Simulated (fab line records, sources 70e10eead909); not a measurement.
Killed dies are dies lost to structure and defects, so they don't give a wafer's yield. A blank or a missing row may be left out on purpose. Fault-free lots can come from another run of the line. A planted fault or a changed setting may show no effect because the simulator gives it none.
Struck lot and sound lot, side by side	flow nand-harc	15 out of 1302 route steps
Sound: wafers L751.2, L751.3, L751.6. Struck: wafers L749.2, L749.4, L749.6. The cause is named last.
For every step that has rows: the tool of each side, followed by ch and its chambers, followed by its first start. Under that, the readings that differ: sound wafers	struck wafers	difference of the means	sigmas: that difference in standard deviations of wafers without a fault.
alike: a reading whose means differ by less than 2 such deviations, as well as words and numbers matching on both sides. not compared: withheld readings; readings where some wafer has no value; bounds like >300 that might hide an equal value; numbers whose values overlap and for which the record gives no deviation.
A row with sigmas, a row that says differs or no value, or rows on one side alone: a step with any of these is where the two part. When numbers do not overlap yet have no deviation, they are printed without sigmas and do not part them. A reading that every wafer of one side lacks parts them only if that side has two wafers or more.

NHARC_A_DECK1_JOINT_CMP_02: polishes SiOx.
  sound on cmp-03 ch 0,3, day 21 05:50; struck on cmp-02 ch 0,2,3, day 20 11:01
  alike: motor-current-A
  not compared: pad-life-wafers
following that, these wafers have no rows for 1 step: NHARC_A_DECK1_JOINT_SRD_15.
NHARC_A_DECK1_JOINT_DEP_16: deposits SiO2, target thk 45 nm.
  sound on pecvd-01 ch 0,1,2, day 21 06:12; struck on pecvd-04 ch 0,2, day 20 11:26
reading	sound	struck	difference	sigmas
throttle-valve-pct (%)	16.3 16.7 16.2	15.5 16.1 15.5	-0.7	-2
  alike: heater-power-w, rf-fwd-power-W, showerhead-vpp-V
NHARC_A_DECK1_JOINT_THK_MEAS_17: measures by ellipsometry.
  sound on film-metro-02, day 21 06:29; struck on film-metro-02, day 20 11:40
  alike: thk-nm
NHARC_A_DECK1_JOINT_INSPECT_05:
  sound on defect-inspect-02, day 21 06:31; struck on defect-inspect-02, day 20 11:42
  alike: raw-defect-count
then NHARC_A_ONON_D2_DEP_00 (target thk 1000 nm), 1 step lacking rows for these wafers.
NHARC_A_ONON_D2_THK_MEAS_02: measures by ellipsometry.
  sound on film-metro-01, day 21 07:05; struck on film-metro-02, day 20 12:16
  alike: thk-nm
then NHARC_A_ONON_D2_DEP_03 (target thk 1000 nm), 1 step lacking rows for these wafers.
NHARC_A_ONON_D2_THK_MEAS_05: measures by ellipsometry.
  sound on film-metro-02, day 21 07:40; struck on film-metro-01, day 20 12:50
  alike: thk-nm
then NHARC_A_ONON_D2_DEP_06 (target thk 1000 nm), 1 step lacking rows for these wafers.
NHARC_A_ONON_D2_THK_MEAS_08: measures by ellipsometry.
  sound on film-metro-01, day 21 08:14; struck on film-metro-01, day 20 13:24
  alike: thk-nm
NHARC_A_ONON_D2_DEP_09: target thk 1000 nm.
  sound on pecvd-onon-04 ch 0, day 21 08:20; struck on pecvd-onon-02 ch 0, day 20 13:31
NHARC_A_ONON_D2_THK_MEAS_11: measures by ellipsometry.
  sound on film-metro-02, day 21 08:48; struck on film-metro-02, day 20 13:58
reading	sound	struck	difference	sigmas
thk-nm (nm)	1014 1014 1014	558 560 558	-455	-47
then NHARC_A_ONON_D2_DEP_12 (target thk 1000 nm), 1 step lacking rows for these wafers.
-- the record jumps here: 12 days lie between the struck wafers' starts before and after (it left off in module A_ONON_D2 and takes up again in module END, whose first step shown is number 1302 of the route) --
NHARC_END_SORT_01:
  at this point the record logs the struck wafers (prober-01 ch 0, day 32 02:56) and has no rows for the sound ones

WHERE THEY PART
At NHARC_A_DECK1_JOINT_DEP_16 first; at NHARC_END_SORT_01 last (within this record only).

WHY: what the simulator had put in
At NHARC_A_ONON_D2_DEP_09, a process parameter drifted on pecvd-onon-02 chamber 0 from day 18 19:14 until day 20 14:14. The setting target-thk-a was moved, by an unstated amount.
